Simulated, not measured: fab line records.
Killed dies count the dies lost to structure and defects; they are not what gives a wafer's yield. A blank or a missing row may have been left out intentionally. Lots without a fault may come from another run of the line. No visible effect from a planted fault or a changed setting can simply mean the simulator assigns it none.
Chamber matching    flow n5-finfet    pecvd-02 running N5_BEOL_M15_DEP_53: 3 sister chambers
The step deposits SiCN from 3MS/NH3, target thk 50 nm, time 17.8 s. 3 wafers are shown with their chamber, then 8 later ones without.

## WAFERS WITH THEIR CHAMBER
wafer   chamber  throttle-valve-pct (%)
L091.3  1        17.6
L091.6  0        19.3
L090.2  2        17.1

## WAFERS WITH NO CHAMBER GIVEN
wafer   throttle-valve-pct (%)
L090.3  16.9
L090.4  19.3
L093.1  16.7
L093.2  19.2
L093.4  18.9
L096.3  16.3
L096.5  16.7
L096.6  16.5

## WHICH CHAMBER EACH ONE RAN IN
wafer   from the rows above      in truth
L090.3  can't be placed: 2 or 1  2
L090.4  0                        0
L093.1  can't be placed: 2 or 1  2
L093.2  0                        0
L093.4  0                        0
L096.3  can't be placed: 2 or 1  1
L096.5  can't be placed: 2 or 1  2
L096.6  can't be placed: 2 or 1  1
3 of 8 placed correctly. Not placeable from these rows: 5 (in 5, the candidates include the true chamber). Wrongly placed: 0.
How it was worked out, from the rows above alone: a wafer's distance from a chamber is the root of the sum, over the readings, of the square of ((its reading less the chamber's mean) divided by the reading's scatter). If the next closest chamber is less than 2 further off than the closest, the wafer can't be placed; otherwise it belongs to the closest. The mean given for a chamber averages the wafers shown for that chamber. The scatter (one wafer shown for each chamber): square how far every hidden wafer sits from the nearest shown wafer, average those squares and take the square root.
